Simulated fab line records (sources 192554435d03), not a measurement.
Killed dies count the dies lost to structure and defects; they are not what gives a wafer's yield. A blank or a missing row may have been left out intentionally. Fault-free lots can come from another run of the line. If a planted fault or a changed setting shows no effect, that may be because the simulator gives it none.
2 desks looking at one fault ; flow n5-finfet ; each desk has only its own numbers; what lay behind them comes last

## TOOL OWNER'S DESK, ald-metal-01
The tool's own readings at N5_BEOL_M11_ALD_74 (deposits TaN, target thk 2 nm, pulse time 2 s, purge time 3 s): means of the sampled wafers that have a number, for each lot that ran on this tool. Marked OUT: a lot whose mean sits more than 4 standard deviations from the usual mean, which makes it out of limits; the brackets give that distance.
Columns: A = heater-power-w at N5_BEOL_M11_ALD_74, usual 407 W; B = susceptor-temp-C at N5_BEOL_M11_ALD_74, usual 275.00 C
lot;first seen here;A;B
L593;day 10 01:14;385;275.04
L603;day 12 23:29;366;274.76
L602;day 13 02:22;382;275.25
L616;day 16 02:28;383;274.94
This desk's finding: nothing out of limits on any of the 4 lots.

## AT THE METROLOGY DESK
What the gauges read, lot by lot, whatever tool the lot ran on: means of the sampled wafers that have a number. Marked OUT: a lot whose mean sits more than 4 standard deviations from the usual mean, which makes it out of limits; the brackets give that distance.
Columns: A = trench-depth-nm at N5_BEOL_M11_OCD_MEAS_38, usual 148 nm; B = cd-nm at N5_BEOL_M11_CD_MEAS_35, usual 70.2 nm
lot;first seen here;A;B
L593;day 10 00:07;152;70.4
L594;day 10 12:03;148;70.1
L603;day 12 22:12;153;70.9
L602;day 13 00:53;150;71.4
L613;day 15 05:58;151;70.0
L616;day 15 23:31;147;70.0
This desk's finding: nothing out of limits on any of the 6 lots.

## PUT TOGETHER
Nothing out of limits was seen by the tool owner's desk.
Nothing out of limits was seen by the metrology desk.

## WHAT THE SIMULATOR HAD PUT IN
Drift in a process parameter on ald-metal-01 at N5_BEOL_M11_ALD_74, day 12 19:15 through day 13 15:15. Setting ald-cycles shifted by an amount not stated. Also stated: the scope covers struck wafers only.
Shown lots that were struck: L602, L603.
